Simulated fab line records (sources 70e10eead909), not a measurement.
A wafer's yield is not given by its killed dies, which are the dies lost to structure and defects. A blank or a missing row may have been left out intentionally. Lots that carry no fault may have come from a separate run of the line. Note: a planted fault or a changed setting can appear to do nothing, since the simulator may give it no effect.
Chamber matching | flow nandHarc | 4 sister chambers for NHARC_A_STAIRCASE_ETCH_313 on rieDiel-07
The step etches the open film in CF4/CHF3. 16 wafers are shown with their chamber, then 8 later ones without.

WAFERS WITH THEIR CHAMBER
wafer  | chamber | showerheadPlenumPTorr (Torr) | rfVppV (V) | oesProductAu (a.u.)
L075.3 | 3       | 1.60                         | 370.6      | 0.915
L075.4 | 3       | 1.60                         | 371.0      | 0.922
L075.5 | 1       | 1.55                         | 371.0      | 0.918
L077.1 | 2       | 1.56                         | 369.6      | 0.922
L077.2 | 1       | 1.55                         | 369.4      | 0.922
L077.4 | 3       | 1.60                         | 371.0      | 0.917
L078.2 | 1       | 1.55                         | 369.7      | 0.924
L078.4 | 3       | 1.60                         | 370.2      | 0.927
L078.6 | 0       | 1.64                         | 372.3      | 0.924
L080.1 | 2       | 1.56                         | 370.5      | 0.928
L080.4 | 0       | 1.63                         | 372.6      | 0.927
L080.5 | 0       | 1.63                         | 374.3      | 0.928
L086.3 | 3       | 1.60                         | 371.4      | 0.922
L086.4 | 2       | 1.56                         | 370.1      | 0.920
L086.6 | 2       | 1.56                         | 369.6      | 0.922
L091.2 | 3       | 1.59                         | 370.8      | 0.915

SIGNATURES, as means of the wafers listed above
reading               | chamber 0 | chamber 1 | chamber 2 | chamber 3 | scatter within a chamber
showerheadPlenumPTorr | 1.6333    | 1.5500    | 1.5600    | 1.5983    | 0.00354
rfVppV                | 373.067   | 370.033   | 369.950   | 370.833   | 0.657
oesProductAu          | 0.92633   | 0.92133   | 0.92300   | 0.91967   | 0.00386
Rule: a wafer's distance from a chamber is the root of the sum, over the readings, of the square of ((its reading less the chamber's mean) divided by the reading's scatter). If the next closest chamber is less than 2 further off than the closest, the wafer can't be placed; otherwise it belongs to the closest. The scatter: the root of (the sum of the squares of (reading less its chamber's mean) over the shown wafers, divided by (wafers less chambers)).

WAFERS WITH NO CHAMBER GIVEN
wafer  | showerheadPlenumPTorr (Torr) | rfVppV (V) | oesProductAu (a.u.)
L091.3 | 1.54                         | 367.5      | 0.910
L091.5 | 1.59                         | 372.0      | 0.920
L090.1 | 1.55                         | 369.3      | 0.919
L090.2 | 1.53                         | 369.6      | 0.913
L090.6 | 1.62                         | 374.3      | 0.917
L094.1 | 1.55                         | 370.7      | 0.909
L094.3 | 1.62                         | 372.4      | 0.925
L094.4 | 1.59                         | 371.3      | 0.919

CHAMBER TAKEN BY EACH
wafer  | from the rows above     | in truth
L091.3 | can't be placed: 1 or 2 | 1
L091.5 | 3                       | 3
L090.1 | can't be placed: 1 or 2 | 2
L090.2 | 1                       | 1
L090.6 | 0                       | 0
L094.1 | can't be placed: 1 or 2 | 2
L094.3 | 0                       | 0
L094.4 | 3                       | 3
5 of 8 placed correctly. Not placeable from these rows: 3 (in 3, the candidates include the true chamber). 0 placed wrongly.
